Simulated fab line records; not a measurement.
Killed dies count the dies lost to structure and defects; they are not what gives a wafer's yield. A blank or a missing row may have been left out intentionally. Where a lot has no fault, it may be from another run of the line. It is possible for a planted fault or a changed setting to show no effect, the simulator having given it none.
A struck lot beside a sound one    flow nand-harc    14 steps out of a route of 1302
Sound: these wafers, L587.1, L587.2, L587.3. Struck: wafer L602.6 (L602.1, L602.2, from the same lot, were not struck and are left out); the cause is given at the end.
Each step with rows lists, per side, the tool, then ch with its chambers, then its first start. Under that, the readings that differ: sound wafers    struck wafers    difference of the means    sigmas: that difference in standard deviations of wafers without a fault.
alike: words and numbers the same on both sides, and readings whose means are apart by under 2 such deviations; not compared: readings that were withheld, readings missing a value for some wafer, numbers with overlapping values and no deviation given by the record, and bounds like >300 which may hide the same value.
A row with sigmas, a row that says differs or no value, or rows on one side alone: a step with any of these is where the two part. When numbers do not overlap yet have no deviation, they are printed without sigmas and do not part them. A reading missing from all wafers of one side parts the sides only when that side holds two or more wafers.

NHARC_P_GATE_RTA_82: time 30 s.
  sound on rtp-anneal-01 ch 0, day 7 14:03; struck on rtp-anneal-01 ch 0, day 13 16:19
  alike: lamp-power-pct, wafer_temp_C_max
NHARC_P_GATE_INSPECT_68:
  sound: defect-inspect-02 at day 7 14:15; struck: defect-inspect-01 at day 13 16:31
  alike: raw-defect-count
NHARC_P_CONTACT_DEP_30: deposits SiNx, target thk 30 nm.
  sound on pecvd-03 ch 0,1,2, day 7 14:19; struck on pecvd-03 ch 2, day 13 16:35
  alike: heater-power-w
NHARC_P_CONTACT_DEP_00: deposits SiO2, target thk 500 nm.
  sound: pecvd-03 ch 0,1,2; struck: pecvd-03 ch 2
  alike: heater-power-w, throttle-valve-pct
NHARC_P_CONTACT_CMP_01: polishes SiO2, target thk 200 nm.
  sound on cmp-01 ch 0,1,3, day 7 15:02; struck on cmp-03 ch 2, day 13 17:19
  alike: edge-zone-pressure-frac, motor-current-A, retaining-ring-pressure-frac
then, 6 steps without rows for these wafers: NHARC_P_CONTACT_SRD_03; NHARC_P_CONTACT_DEHYDRATE_04 (time 120 s); NHARC_P_CONTACT_HMDS_05 (time 30 s); NHARC_P_CONTACT_COAT_33 (time 75 s); NHARC_P_CONTACT_COAT_34 (time 65 s); NHARC_P_CONTACT_COAT_06 (resist thk 90 nm).
NHARC_P_CONTACT_SOFTBAKE_07: time 55 s.
  sound on litho-track-06 ch 0, day 7 15:00; struck on litho-track-06 ch 0, day 13 17:00
reading                   sound                 struck  difference  sigmas
heater-power-total-W (W)  188.60 188.71 188.77  323.36  +134.67     +99 or more
after that, 1 step had no rows for these wafers: NHARC_P_CONTACT_EBR_08.
-- the record jumps here: 19 days lie between the struck wafers' starts before and after (it left off in module P_CONTACT and takes up again in module END, whose first step shown is number 1302 of the route) --
NHARC_END_SORT_01:
  sound on prober-01 ch 0, day 27 04:14; struck on prober-01 ch 0, day 32 23:40
  alike: killed-at-array, killed-at-other, killed-at-periphery, killed-dies, killed-open, killed-short

## WHERE THEY PART
Only at NHARC_P_CONTACT_SOFTBAKE_07, within this record. Later steps at which nothing parts them and some readings are alike: NHARC_END_SORT_01.

WHY: what the simulator had put in
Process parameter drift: litho-track-06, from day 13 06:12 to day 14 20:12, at NHARC_P_CONTACT_SOFTBAKE_07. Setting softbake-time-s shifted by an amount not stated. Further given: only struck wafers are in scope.
